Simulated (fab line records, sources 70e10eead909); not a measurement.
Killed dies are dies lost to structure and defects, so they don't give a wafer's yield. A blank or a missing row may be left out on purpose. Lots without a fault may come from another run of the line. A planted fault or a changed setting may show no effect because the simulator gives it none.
fab line records | flow nand_harc
record lots=7 wafers=20 last_day=24
route steps=1159 shown A_CONTACT@849 END@1159
lots that met no fault: from a run of the same line without faults
start_h: hours from the record's first day to the start of the lot's first wafer shown | wait_h: hours since the lot's step before | " the same as in the row above | L1.1+2: a row that stands for several wafers | - no value, or no start given | * or withheld: withheld | < > ~ a bound
route shown NAME@n: a module of which the file shows steps, and the number in the route of the first | usual: mean/standard deviation of fault-free wafers | same: alike in all rows | chamber/n: place in a boat | sites: the reading at each site | _std_site: their standard deviation | _edge_site: outer sites' mean less inner sites' | radius_mm: how far each site lies from the wafer's centre | mask NAME#n: copy n | behind: the tool/chamber that last shaped the wafer | hold: why the lot was held/for how many hours/how that ended | device: the transistor (n, p or np) that didn't switch | end of line: the same wafers' tests at the end of the route | a step without rows: its recipe alone | killed: dies lost to structure and defects at the first sort, not the wafer's yield | map: a wafer's dies, x killed, . not, _ none there
set.NAME: the setting as run; set.NAME@STEP: as run at that earlier step | model.NAME: the simulator's own value behind a step, which no gauge read
lots at some steps of the route; a table a step, a row a wafer
services: from which hour (start_h, from the record's first day; less than 0 if before it) a tool's chamber was out of use, for how many hours, and why
## steps
# step NHARC_A_CONTACT_SOFTBAKE_37
# recipe temp_c=105 time_s=55
# step NHARC_A_CONTACT_EBR_38
# step NHARC_A_CONTACT_EXPOSE_39
# recipe na=1.35 sigma_outer=0.8 dose_mj=58.79 mask_id=A_CC_3
# step NHARC_A_CONTACT_PEB_40
# recipe peb_temp_c=100 peb_time_s=65
# step NHARC_A_CONTACT_DEVELOP_41
# recipe develop_time_s=35 dev_temp_c=23
# step NHARC_A_CONTACT_CD_MEAS_42
# recipe target_cd_nm=200 landing_energy_ev=500
# usual cd_nm=200.0/0.72
# columns lot.wafer tool chamber start_h wait_h cd_nm
L616.2 cd_sem-03 0 390.31 - 200.0
L616.4 " 0 " " 201.1
L616.6 " 0 " " 200.8
L618.1 cd_sem-01 0 396.43 - 198.4
L618.2 " 0 " " 199.7
L618.6 " 0 " " 198.9
L617.1 cd_sem-01 0 396.59 - 200.4
L617.2 " 0 " " 201.1
L617.3 " 0 " " 199.7
L619.1 cd_sem-02 0 422.39 - 199.9
L619.4 " 0 " " 201.5
L622.4 cd_sem-02 0 426.86 - 199.4
L622.5 " 0 " " 200.7
L622.6 " 0 " " 199.9
L627.3 cd_sem-03 0 457.88 - 200.4
L627.4 " 0 " " 199.4
L627.6 " 0 " " 200.1
L634.2 cd_sem-03 0 499.55 - 200.4
L634.5 " 0 " " 200.4
L634.6 " 0 " " 201.1
# step NHARC_A_CONTACT_OVL_MEAS_43
# usual overlay_x_nm=0.1/0.7 overlay_y_nm=0.0/0.78
# columns lot.wafer tool chamber start_h wait_h overlay_x_nm overlay_y_nm
L616.2 overlay-01 - 390.40 - -0.6 -0.3
L616.4 " - " " -0.5 -0.9
L616.6 " - " " -0.4 -0.7
L618.1 overlay-01 - 396.52 - 0.8 -1.0
L618.2 " - " " 0.0 -0.7
L618.6 " - " " 0.3 -1.5
L617.1 overlay-02 - 396.68 - 0.3 0.1
L617.2 " - " " 0.1 0.4
L617.3 " - " " 0.5 0.7
L619.1 overlay-02 - 422.48 - -0.1 0.2
L619.4 " - " " -0.6 -0.1
L622.4 overlay-01 - 426.95 - 0.1 -0.4
L622.5 " - " " 1.4 -0.6
L622.6 " - " " 1.0 -0.4
L627.3 overlay-02 - 457.97 - -0.9 -0.6
L627.4 " - " " -0.6 -1.0
L627.6 " - " " -0.8 -1.2
L634.2 overlay-02 - 499.63 - 0.6 -1.6
L634.5 " - " " 0.0 -1.3
L634.6 " - " " 0.6 -1.6
# step NHARC_A_CONTACT_INSPECT_44
# usual raw_defect_count=24/12
# columns lot.wafer tool chamber start_h wait_h raw_defect_count
L616.2 defect_inspect-01 - 390.43 0.0 15
L616.4 " - " " 11
L616.6 " - " " 20
L618.1 defect_inspect-02 - 396.55 0.0 31
L618.2 " - " " 28
L618.6 " - " " 39
L617.1 defect_inspect-01 - 396.72 0.0 14
L617.2 " - " " 12
L617.3 " - " " 9
L619.1 defect_inspect-02 - 422.51 0.0 10
L619.4 " - " " 12
L622.4 defect_inspect-02 - 426.98 0.0 32
L622.5 " - " " 27
L622.6 " - " " 22
L627.3 defect_inspect-02 - 458.02 0.1 30
L627.4 " - " " 20
L627.6 " - " " 36
L634.2 defect_inspect-02 - 499.67 0.0 36
L634.5 " - " " 46
L634.6 " - " " 44
# step NHARC_A_CONTACT_DESCUM_47
# recipe time_s=3 o2_flow_sccm=200 ar_flow_sccm=0 bias_power_w=0 chemistry=O2
# usual chamber_pressure_mTorr=59.99/0.061 drypump_motor_current_A=5.7/0.38 o2_flow_sccm=200.0/0.58 oes_product_au=1.001/0.016 rf_vpp_V=57.9/0.92 showerhead_plenum_p_Torr=1.92/0.091 throttle_valve_pct=11.311/0.0094
# same time_s=3
# columns lot.wafer tool chamber start_h wait_h chamber_pressure_mTorr drypump_motor_current_A o2_flow_sccm oes_product_au rf_hours_counter_h rf_vpp_V showerhead_plenum_p_Torr throttle_valve_pct
L616.2 rie_diel-10 2 390.49 0.1 60.05 5.6 200.6 1.016 9 57.2 1.84 11.323
L616.4 " 1 " " 59.93 6.3 200.4 1.003 10 58.4 2.07 11.312
L616.6 " 2 " " 59.88 5.5 200.6 1.008 - 58.1 1.84 11.321
L618.2 rie_diel-13 2 396.64 0.1 60.07 5.4 199.1 0.988 45 58.4 1.99 11.290
L618.1 " 0 " " 60.07 5.2 198.7 1.012 41 58.5 2.06 11.318
L618.6 " 3 " " 60.00 5.0 200.1 1.001 - 58.6 1.79 11.301
L617.1 rie_diel-10 1 396.78 0.1 59.97 6.3 200.2 0.988 13 58.0 2.07 11.312
L617.2 " 2 " " 59.90 5.6 200.1 1.011 13 56.9 1.84 11.309
L617.3 " 0 " " 59.97 6.3 199.9 1.013 14 58.6 2.02 11.300
L619.4 rie_diel-10 2 422.58 0.1 59.99 5.6 200.4 1.004 22 57.2 1.84 11.295
L619.1 " 3 " " 59.95 6.0 199.4 1.019 19 58.1 1.95 11.309
L622.4 rie_diel-10 3 427.06 0.1 60.11 6.0 199.6 1.011 21 57.9 1.95 11.315
L622.6 " 1 " " 59.94 6.3 200.0 1.007 - 57.0 2.07 11.318
L622.5 " 2 " " 59.95 5.6 200.7 1.014 - 56.9 1.84 11.313
L627.3 rie_diel-12 0 458.12 0.1 59.99 5.3 200.2 0.996 13 57.3 1.97 11.312
L627.4 " 1 " " 59.99 5.5 200.0 0.990 12 56.6 1.81 11.307
L627.6 " 3 " " 59.98 5.9 200.3 0.971 - 59.3 1.95 11.305
L634.2 rie_diel-13 0 499.75 0.1 60.01 5.2 199.3 1.008 13 59.2 2.05 11.306
L634.5 " 2 " " 60.00 5.4 199.5 0.999 - 59.3 1.98 11.311
L634.6 " 3 " " 60.05 4.9 200.0 1.011 - 56.0 1.78 11.307
# step NHARC_A_CONTACT_ETCH_48
# recipe target_depth_a=390 over_etch_frac=0.3 time_s=65 ion_energy_ev=80 cf4_flow_sccm=150 ar_flow_sccm=0 rf_w=300 bias_w=100 chemistry=CF4
# usual chamber_pressure_mTorr=50.00/0.041 drypump_motor_current_A=5.7/0.39 oes_product_au=1.001/0.016 rf_vpp_V=151.1/1.3 run_length_s=86.4/0.5 showerhead_plenum_p_Torr=1.78/0.078 throttle_valve_pct=13.283/0.0094
# same over_etch_frac=0.3 time_s=65
# columns lot.wafer tool chamber start_h wait_h chamber_pressure_mTorr drypump_motor_current_A oes_product_au rf_hours_counter_h rf_vpp_V run_length_s showerhead_plenum_p_Torr throttle_valve_pct
L616.4 rie_diel-10 0 390.58 0.1 50.02 6.3 1.002 11 150.6 85.7 1.86 13.283
L616.2 " 1 " " 49.93 6.3 0.987 10 153.9 86.4 1.90 13.284
L616.6 " 0 " " 50.06 6.3 0.997 - 151.3 85.5 1.86 13.279
L618.2 rie_diel-13 0 396.73 0.1 50.07 5.3 1.020 41 152.7 87.4 1.90 13.282
L618.1 " 3 " " 50.12 5.0 1.026 41 149.7 87.1 1.66 13.300
L618.6 " 1 " " 49.97 5.6 1.002 - 151.2 86.3 1.71 13.276
L617.2 rie_diel-10 1 396.92 0.1 50.03 6.3 0.996 13 151.7 86.6 1.90 13.280
L617.1 " 2 " " 50.03 5.6 1.019 13 149.8 86.0 1.71 13.283
L617.3 " 3 " " 50.03 6.0 1.029 9 152.8 86.3 1.80 13.288
L619.1 rie_diel-10 2 422.67 0.1 49.99 5.6 1.015 22 149.7 86.0 1.70 13.296
L619.4 " 3 " " 50.04 6.0 1.016 19 151.5 86.5 1.80 13.301
L622.4 rie_diel-10 3 427.13 0.1 49.97 6.0 1.020 21 151.7 86.0 1.80 13.293
L622.6 " 2 " " 49.99 5.6 0.999 - 149.7 86.0 1.70 13.281
L622.5 " 3 " " 49.99 6.0 1.008 - 151.5 86.2 1.80 13.271
L627.4 rie_diel-12 0 458.20 0.1 50.06 5.3 0.992 13 152.1 86.5 1.82 13.291
L627.3 " 1 " " 49.99 5.5 0.980 12 150.8 86.9 1.68 13.283
L627.6 " 0 " " 50.00 5.3 0.997 - 150.0 86.9 1.82 13.274
L634.2 rie_diel-13 2 499.83 0.1 49.97 5.4 0.993 13 153.2 86.9 1.83 13.272
L634.5 " 2 " " 49.99 5.4 0.994 - 153.7 86.6 1.83 13.291
L634.6 " 3 " " 49.92 4.9 1.003 - 150.4 86.6 1.65 13.288
# step NHARC_A_CONTACT_ETCH_49
# recipe target_depth_a=2600 over_etch_frac=0.3 time_s=475.3 ion_energy_ev=200 n2_flow_sccm=150 h2_flow_sccm=150 ar_flow_sccm=0 rf_w=400 bias_w=150 chemistry=N2/H2
# usual chamber_pressure_mTorr=30.004/0.028 drypump_motor_current_A=5.7/0.38 oes_product_au=1.002/0.015 rf_vpp_V=431.0/2.7 run_length_s=496.6/0.43 showerhead_plenum_p_Torr=2.06/0.099 throttle_valve_pct=14.171/0.0095
# same over_etch_frac=0.3 time_s=475.3
# columns lot.wafer tool chamber start_h wait_h chamber_pressure_mTorr drypump_motor_current_A oes_product_au rf_hours_counter_h rf_vpp_V run_length_s showerhead_plenum_p_Torr throttle_valve_pct
L616.4 rie_diel-10 2 - - 30.058 5.6 1.016 10 429.1 496.5 1.96 14.199
L616.2 " 3 " " 29.982 6.0 1.011 6 432.2 496.7 2.08 14.164
L616.6 " 2 " " 29.985 5.5 1.004 - 428.2 496.5 1.96 14.171
L618.2 rie_diel-13 3 - - 30.005 5.0 1.012 41 426.5 497.4 1.90 14.166
L618.1 " 2 " " 30.022 5.4 0.992 45 432.9 496.8 2.12 14.162
L618.6 " 3 " " 29.933 4.9 1.011 - 426.8 497.3 1.90 14.172
L617.1 rie_diel-10 1 - - 30.013 6.3 0.987 13 435.1 496.8 2.21 14.156
L617.2 " 2 " " 30.017 5.6 1.004 13 427.9 496.3 1.96 14.157
L617.3 " 3 " " 29.953 6.0 1.021 9 431.8 496.3 2.08 14.186
L619.1 rie_diel-10 0 - - 29.972 6.3 1.010 25 432.4 495.8 2.15 14.158
L619.4 " 2 " " 29.989 5.6 0.998 23 429.2 496.4 1.96 14.176
L622.4 rie_diel-10 0 - - 30.016 6.3 1.003 27 434.3 495.9 2.15 14.179
L622.5 " 2 " " 30.043 5.6 0.999 - 428.2 496.3 1.96 14.169
L622.6 " 3 " " 30.035 6.0 1.021 - 432.5 496.2 2.08 14.161
L627.4 rie_diel-12 0 - - 30.018 5.3 0.997 14 431.3 497.1 2.10 14.191
L627.3 " 1 " " 29.969 5.5 0.975 12 427.3 496.7 1.93 14.167
L627.6 " 0 " " 30.004 5.4 1.002 - 430.5 496.7 2.10 14.166
L634.2 rie_diel-13 3 - - 29.985 5.0 1.018 14 426.9 497.1 1.89 14.184
L634.6 " 3 " " 30.047 5.0 1.016 - 428.4 497.0 1.89 14.161
L634.5 " 0 " " 30.026 5.3 1.011 - 434.5 497.1 2.19 14.168
# step NHARC_A_CONTACT_ETCH_50
# recipe target_depth_a=847 time_s=42.4 cf4_flow_sccm=100 chf3_flow_sccm=30 ar_flow_sccm=0 rf_w=500 bias_w=200 chemistry=CF4/CHF3
# usual chamber_pressure_mTorr=25.000/0.028 drypump_motor_current_A=5.7/0.38 oes_product_au=0.951/0.023 rf_vpp_V=371.0/2.5 run_length_s=63.8/0.46 showerhead_plenum_p_Torr=1.58/0.07 throttle_valve_pct=16.803/0.0086
# same time_s=42.4
# columns lot.wafer tool chamber start_h wait_h chamber_pressure_mTorr drypump_motor_current_A oes_product_au rf_hours_counter_h rf_vpp_V run_length_s showerhead_plenum_p_Torr throttle_valve_pct
L616.2 rie_diel-10 3 - - 25.001 6.0 0.978 6 373.6 63.6 1.61 16.802
L616.4 " 1 " " 24.985 6.3 0.973 10 374.7 63.6 1.70 16.796
L616.6 " 3 " " 24.999 5.9 0.978 - 371.7 63.6 1.60 16.797
L618.2 rie_diel-13 1 - - 25.049 5.5 0.899 46 367.9 63.9 1.52 16.797
L618.1 " 2 " " 24.997 5.4 0.903 45 373.0 64.7 1.63 16.792
L618.6 " 1 " " 24.982 5.6 0.912 - 368.2 63.7 1.52 16.801
L617.1 rie_diel-10 0 - - 24.974 6.2 0.959 14 373.0 62.9 1.65 16.804
L617.2 " 1 " " 25.004 6.3 0.947 13 374.7 64.0 1.70 16.799
L617.3 " 2 " " 24.989 5.6 0.973 13 368.9 63.5 1.52 16.804
L619.4 rie_diel-10 0 - - 25.008 6.3 0.980 25 371.9 63.2 1.65 16.814
L619.1 " 2 " " 25.056 5.6 0.970 23 369.7 63.4 1.52 16.808
L622.4 rie_diel-10 1 - - 24.961 6.3 0.920 26 374.9 64.0 1.69 16.789
L622.6 " 1 " " 24.977 6.3 0.926 - 374.5 63.7 1.69 16.803
L622.5 " 2 " " 25.007 5.5 0.929 - 369.4 63.7 1.51 16.806
L627.4 rie_diel-12 2 - - 25.055 5.7 0.963 12 370.4 64.0 1.53 16.816
L627.3 " 3 " " 25.005 5.9 0.920 13 370.6 63.3 1.60 16.814
L627.6 " 2 " " 25.045 5.7 0.963 - 369.8 64.2 1.53 16.802
L634.2 rie_diel-13 0 - - 24.984 5.2 0.970 14 374.4 64.3 1.68 16.808
L634.6 " 3 " " 24.982 4.9 0.976 - 366.8 64.2 1.47 16.812
L634.5 " 0 " " 25.032 5.2 0.977 - 374.4 64.3 1.68 16.818
# step NHARC_A_CONTACT_ETCH_51
# recipe target_depth_a=36000 over_etch_frac=0.3 time_s=936 ion_energy_ev=150 o2_flow_sccm=400 cos_flow_sccm=20 ar_flow_sccm=0 rf_w=500 bias_w=300 chemistry=O2/COS
# usual chamber_pressure_mTorr=20.000/0.02 drypump_motor_current_A=5.7/0.4 o2_flow_sccm=400.0/1.1 oes_product_au=1.000/0.015 rf_vpp_V=314.5/2.2 run_length_s=957.4/0.51 showerhead_plenum_p_Torr=3.15/0.14 throttle_valve_pct=28.330/0.0081
# same over_etch_frac=0.3
# columns lot.wafer tool chamber start_h wait_h chamber_pressure_mTorr drypump_motor_current_A o2_flow_sccm oes_product_au rf_hours_counter_h rf_vpp_V run_length_s showerhead_plenum_p_Torr throttle_valve_pct
L616.4 rie_diel-10 0 391.28 - 20.012 6.3 399.0 0.992 11 314.8 956.8 3.28 28.321
L616.2 " 2 " " 20.015 5.6 399.8 1.002 10 312.0 957.0 3.01 28.333
L616.6 " 3 " " 20.002 6.0 401.0 1.019 - 315.8 957.0 3.18 28.329
L618.2 rie_diel-13 0 397.46 - 19.995 5.3 398.1 1.017 42 316.7 957.9 3.35 28.314
L618.1 " 1 " " 19.952 5.5 399.4 1.000 46 312.6 957.2 3.02 28.317
L618.6 " 3 " " 20.025 5.0 400.4 1.013 - 311.7 957.6 2.93 28.328
L617.2 rie_diel-10 0 397.49 - 19.964 6.3 400.5 0.994 14 316.0 956.5 3.28 28.328
L617.1 " 2 " " 19.992 5.6 399.5 1.023 13 314.3 691.5 3.01 28.318
L617.3 " 3 " " 19.992 6.0 399.8 1.021 9 314.2 957.1 3.18 28.321
L619.1 rie_diel-10 2 423.18 - 20.005 5.6 401.7 0.994 23 313.2 691.8 3.01 28.314
L619.4 " 1 " " 20.037 6.3 401.0 0.987 25 317.4 691.9 3.36 28.338
L622.4 rie_diel-10 0 427.70 - 19.964 6.3 401.0 0.997 27 315.2 691.1 3.27 28.328
L622.5 " 3 " " 19.996 6.0 400.7 1.013 - 315.0 956.9 3.18 28.332
L622.6 " 0 " " 20.016 6.3 400.7 0.996 - 317.3 956.6 3.27 28.336
L627.4 rie_diel-12 1 458.72 - 20.012 5.5 399.1 0.981 12 311.1 958.1 2.96 28.320
L627.3 " 0 " " 19.982 5.3 401.0 0.995 14 315.2 957.8 3.21 28.339
L627.6 " 1 " " 20.016 5.5 401.4 0.986 - 310.3 957.6 2.96 28.341
L634.2 rie_diel-13 3 500.89 - 19.986 4.9 402.8 0.994 15 312.8 957.6 2.91 28.325
L634.6 " 3 " " 19.960 5.0 400.5 0.998 - 311.6 958.1 2.91 28.341
L634.5 " 2 " " 20.004 5.4 398.7 0.982 - 315.3 957.9 3.22 28.345
# step NHARC_A_CONTACT_ETCH_111
# recipe source_w=withheld pressure_mtorr=20 bias_v=withheld time_s=140 target_depth_a=7000 ar_flow_sccm=withheld c4f8_flow_sccm=withheld o2_flow_sccm=withheld chemistry=C4F8/O2/Ar
# usual chamber_pressure_mTorr=20.000/0.017 run_length_s=141.4/0.59
# same time_s=140
# columns lot.wafer tool chamber start_h wait_h chamber_pressure_mTorr rf_hours_counter_h run_length_s
L616.2 har_cap_etch-03 0 391.87 - 20.004 84 141.5
L616.4 " 1 " " 20.011 - 140.4
L616.6 " 0 " " 19.987 - 141.8
L618.2 har_cap_etch-02 0 397.98 - 19.997 17 141.6
L618.1 " 1 " " 19.991 17 142.2
L618.6 " 0 " " 19.992 - 141.5
L617.2 har_cap_etch-03 0 398.15 - 20.012 85 142.1
L617.1 " 1 " " 19.977 85 140.7
L617.3 " 0 " " 19.988 - 142.1
L619.1 har_cap_etch-03 0 423.87 - 19.994 90 142.1
L619.4 " 1 " " 20.003 - 140.6
L622.4 har_cap_etch-03 1 428.37 - 19.989 - 140.6
L622.5 " 1 " " 19.992 - 141.1
L622.6 " 0 " " 20.017 - 141.9
L627.3 har_cap_etch-01 0 459.45 - 20.021 - 141.7
L627.4 " 1 " " 20.015 - 141.7
L627.6 " 0 " " 19.980 - 141.3
L634.2 har_cap_etch-03 1 501.67 - 20.031 104 140.5
L634.6 " 1 " " 19.976 - 140.8
L634.5 " 0 " " 20.033 - 142.2
# step NHARC_END_SORT_01
# recipe temp_c=25
# usual killed_at_array=27/10 killed_at_other=0.6/0.83 killed_at_periphery=2.4/1.8 killed_dies=30/10 killed_open=3.3/1.7 killed_short=1.8/1.4
# same gross_dies=677
# columns lot.wafer tool chamber start_h wait_h killed_at_array killed_at_other killed_at_periphery killed_dies killed_open killed_short
L617.1 prober-02 0 477.92 2.5 674 1 2 677 5 1
L619.1 prober-02 0 493.45 2.5 672 1 4 677 5 3
L619.4 prober-02 0 495.86 3.4 672 2 3 677 2 2
L622.4 prober-02 0 503.71 3.4 675 0 1 676 0 1
L622.6 prober-02 0 505.32 4.0 24 0 1 25 3 0
L627.3 prober-02 0 523.75 3.1 33 0 1 34 4 2
L627.4 prober-02 0 524.56 3.4 21 0 1 22 4 0
L627.6 prober-02 0 526.17 4.0 34 1 5 40 4 3
L634.2 prober-02 0 571.57 2.8 42 0 2 44 5 1
L634.5 prober-02 0 573.93 3.6 47 0 4 51 5 4
L634.6 prober-02 0 574.72 3.9 43 0 5 48 3 3
# killed by level:class
L617.1 A_CONTACT:area_etch=657 A_STAIRCASE:chamber_film_flake=4 P_M0:geometric_particle:open=2 A_CHANNEL_HOLE_D1:chamber_film_flake=2 A_SLIT:chamber_film_flake=2 A_CONTACT:chamber_film_flake=2 A_SOURCE_PLATE:geometric_particle:short=1 A_ONON_D1:geometric_particle:open=1
L619.1 A_CONTACT:area_etch=656 A_CHANNEL_HOLE_D1:chamber_film_flake=4 A_CONTACT:geometric_particle:open=3 A_STAIRCASE:chamber_film_flake=3 P_M0:geometric_particle:open=2 A_SOURCE_PLATE:geometric_particle:short=2 A_SLIT:chamber_film_flake=2 A_CHANNEL_HOLE_D1:geometric_particle:short=1
L619.4 A_CONTACT:area_etch=655 A_CHANNEL_HOLE_D1:chamber_film_flake=8 A_STAIRCASE:chamber_film_flake=3 A_CONTACT:chamber_film_flake=2 THIN_TSV:chamber_film_flake=2 P_M2:geometric_particle:open=1 A_CHANNEL_FILL_D1:geometric_particle:short=1 A_CONTACT:geometric_particle:short=1
L622.4 A_CONTACT:area_etch=646 A_CHANNEL_HOLE_D1:chamber_film_flake=15 A_CONTACT:chamber_film_flake=6 A_STAIRCASE:chamber_film_flake=4 A_WL_FILL:chamber_film_flake=4 P_GATE:geometric_particle:short=1
L622.6 A_CHANNEL_HOLE_D1:chamber_film_flake=13 A_CONTACT:chamber_film_flake=5 A_WL_FILL:chamber_film_flake=2 P_M0:geometric_particle:open=1 A_ONON_D1:geometric_particle:open=1 A_WL_FILL:geometric_particle:open=1 A_ZERO_WELL:chamber_film_flake=1 A_STAIRCASE:chamber_film_flake=1
L627.3 A_CHANNEL_HOLE_D1:chamber_film_flake=22 A_STAIRCASE:chamber_film_flake=3 A_WL_FILL:geometric_particle:open=2 A_CONTACT:chamber_film_flake=2 P_CONTACT:geometric_particle:open=1 A_ONON_D1:geometric_particle:short=1 A_WL_FILL:geometric_particle:short=1 A_M1:geometric_particle:open=1
L627.4 A_CHANNEL_HOLE_D1:chamber_film_flake=13 A_CONTACT:geometric_particle:open=2 A_STAIRCASE:chamber_film_flake=2 A_WL_FILL:geometric_particle:open=1 A_M0:geometric_particle:open=1 P_STI:chamber_film_flake=1 A_CONTACT:chamber_film_flake=1 A_M1:chamber_film_flake=1
L627.6 A_CHANNEL_HOLE_D1:chamber_film_flake=22 A_STAIRCASE:chamber_film_flake=6 A_CONTACT:geometric_particle:open=2 P_STI:chamber_film_flake=2 P_STI:geometric_particle:short=1 P_M0:geometric_particle:open=1 A_WL_FILL:geometric_particle:open=1 A_CONTACT:geometric_particle:short=1
L634.2 A_SLIT:chamber_film_flake=16 A_CHANNEL_HOLE_D1:chamber_film_flake=7 A_CONTACT:chamber_film_flake=7 A_SGD_CUT:chamber_film_flake=5 A_CONTACT:geometric_particle:open=2 A_M0:geometric_particle:open=2 A_SGD_CUT:geometric_particle:short=1 A_SGD_CUT:geometric_particle:open=1
L634.5 A_SLIT:chamber_film_flake=17 A_CHANNEL_HOLE_D1:chamber_film_flake=9 A_CONTACT:chamber_film_flake=6 A_SGD_CUT:chamber_film_flake=4 P_ZERO_WELL:chamber_film_flake=3 A_ONON_D1:geometric_particle:short=2 A_ONON_D1:geometric_particle:open=2 A_CONTACT:geometric_particle:open=2
L634.6 A_SLIT:chamber_film_flake=17 A_CHANNEL_HOLE_D1:chamber_film_flake=9 A_SGD_CUT:chamber_film_flake=6 A_CONTACT:chamber_film_flake=6 P_M2:chamber_film_flake=3 P_CONTACT:geometric_particle:open=1 A_ONON_D1:geometric_particle:short=1 A_SGD_CUT:geometric_particle:short=1
# map L617.1 (x killed, . not)
____________x____________
_________xxxxxxx_________
_______xxxxxxxxxxx_______
______xxxxxxxxxxxxx______
_____xxxxxxxxxxxxxxx_____
____xxxxxxxxxxxxxxxxx____
____xxxxxxxxxxxxxxxxx____
___xxxxxxxxxxxxxxxxxxx___
___xxxxxxxxxxxxxxxxxxx___
__xxxxxxxxxxxxxxxxxxxxx__
__xxxxxxxxxxxxxxxxxxxxx__
_xxxxxxxxxxxxxxxxxxxxxxx_
_xxxxxxxxxxxxxxxxxxxxxxx_
_xxxxxxxxxxxxxxxxxxxxxxx_
_xxxxxxxxxxxxxxxxxxxxxxx_
_xxxxxxxxxxxxxxxxxxxxxxx_
xxxxxxxxxxxxxxxxxxxxxxxxx
xxxxxxxxxxxxxxxxxxxxxxxxx
xxxxxxxxxxxxxxxxxxxxxxxxx
xxxxxxxxxxxxxxxxxxxxxxxxx
xxxxxxxxxxxxxxxxxxxxxxxxx
_xxxxxxxxxxxxxxxxxxxxxxx_
_xxxxxxxxxxxxxxxxxxxxxxx_
_xxxxxxxxxxxxxxxxxxxxxxx_
_xxxxxxxxxxxxxxxxxxxxxxx_
_xxxxxxxxxxxxxxxxxxxxxxx_
__xxxxxxxxxxxxxxxxxxxxx__
__xxxxxxxxxxxxxxxxxxxxx__
___xxxxxxxxxxxxxxxxxxx___
___xxxxxxxxxxxxxxxxxxx___
____xxxxxxxxxxxxxxxxx____
____xxxxxxxxxxxxxxxxx____
_____xxxxxxxxxxxxxxx_____
______xxxxxxxxxxxxx______
_______xxxxxxxxxxx_______
_________xxxxxxx_________
____________x____________
# map L619.1 (x killed, . not)
____________x____________
_________xxxxxxx_________
_______xxxxxxxxxxx_______
______xxxxxxxxxxxxx______
_____xxxxxxxxxxxxxxx_____
____xxxxxxxxxxxxxxxxx____
____xxxxxxxxxxxxxxxxx____
___xxxxxxxxxxxxxxxxxxx___
___xxxxxxxxxxxxxxxxxxx___
__xxxxxxxxxxxxxxxxxxxxx__
__xxxxxxxxxxxxxxxxxxxxx__
_xxxxxxxxxxxxxxxxxxxxxxx_
_xxxxxxxxxxxxxxxxxxxxxxx_
_xxxxxxxxxxxxxxxxxxxxxxx_
_xxxxxxxxxxxxxxxxxxxxxxx_
_xxxxxxxxxxxxxxxxxxxxxxx_
xxxxxxxxxxxxxxxxxxxxxxxxx
xxxxxxxxxxxxxxxxxxxxxxxxx
xxxxxxxxxxxxxxxxxxxxxxxxx
xxxxxxxxxxxxxxxxxxxxxxxxx
xxxxxxxxxxxxxxxxxxxxxxxxx
_xxxxxxxxxxxxxxxxxxxxxxx_
_xxxxxxxxxxxxxxxxxxxxxxx_
_xxxxxxxxxxxxxxxxxxxxxxx_
_xxxxxxxxxxxxxxxxxxxxxxx_
_xxxxxxxxxxxxxxxxxxxxxxx_
__xxxxxxxxxxxxxxxxxxxxx__
__xxxxxxxxxxxxxxxxxxxxx__
___xxxxxxxxxxxxxxxxxxx___
___xxxxxxxxxxxxxxxxxxx___
____xxxxxxxxxxxxxxxxx____
____xxxxxxxxxxxxxxxxx____
_____xxxxxxxxxxxxxxx_____
______xxxxxxxxxxxxx______
_______xxxxxxxxxxx_______
_________xxxxxxx_________
____________x____________
## services
# columns tool chamber start_h hours kind
rie_diel-10 3 373.61 6.9 repair
rie_diel-12 - 379.40 9.0 pm
rie_diel-10 0 387.07 - clean
rie_diel-10 1 387.07 - clean
rie_diel-10 2 387.07 - clean
rie_diel-10 3 387.07 - clean
rie_diel-10 0 411.58 - clean
rie_diel-10 1 411.58 - clean
rie_diel-10 2 411.58 - clean
rie_diel-10 3 411.58 - clean
rie_diel-13 2 413.52 13.1 repair
rie_diel-13 3 421.53 9.9 repair
rie_diel-10 0 436.08 - clean
rie_diel-10 1 436.08 - clean
rie_diel-10 2 436.08 - clean
rie_diel-10 3 436.08 - clean
rie_diel-13 - 453.15 9.0 pm
rie_diel-10 0 461.08 - clean
rie_diel-10 1 461.08 - clean
rie_diel-10 2 461.08 - clean
rie_diel-10 3 461.08 - clean
rie_diel-10 - 483.08 4.7 repair
rie_diel-13 2 494.71 3.3 repair
rie_diel-13 1 499.40 5.5 repair
## key
first_sign step=NHARC_A_CONTACT_ETCH_51 reading=run_length_s direction=down sigmas=99+ usual=* struck=*
effect step=NHARC_END_SORT_01 reading=killed_at_array direction=up sigmas=63 usual=27 struck=673
more_kills_born_at NHARC_A_CONTACT_ETCH_51@rie_diel-10=2614
met_at NHARC_A_CONTACT_ETCH_51
struck_wafers L617.1,L619.1,L619.4,L622.4
later_rows_left_out L617.1,L619.1,L619.4,L622.4
tester_left_out L617,L619,L622
onset_between 391.28 397.49
fault kind=process_parameter_drift tool=rie_diel-10 chamber=- onset_h=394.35 steps=NHARC_A_CONTACT_ETCH_51 channel=time_s offset=* shape=step end_h=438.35 scope=struck_wafers_only acts_in=* stated=*
# tester_left_out: of these lots the tester's yield and bins aren't shown, on N5 and GAA mostly nor the transistor test; their killed dies are dies lost to structure and defects alone, not to doping, threshold or leakage, so they don't give the yield
# later_rows_left_out: the simulator's readings of these wafers behind a module that went badly wrong aren't trusted and aren't shown, but for the sort
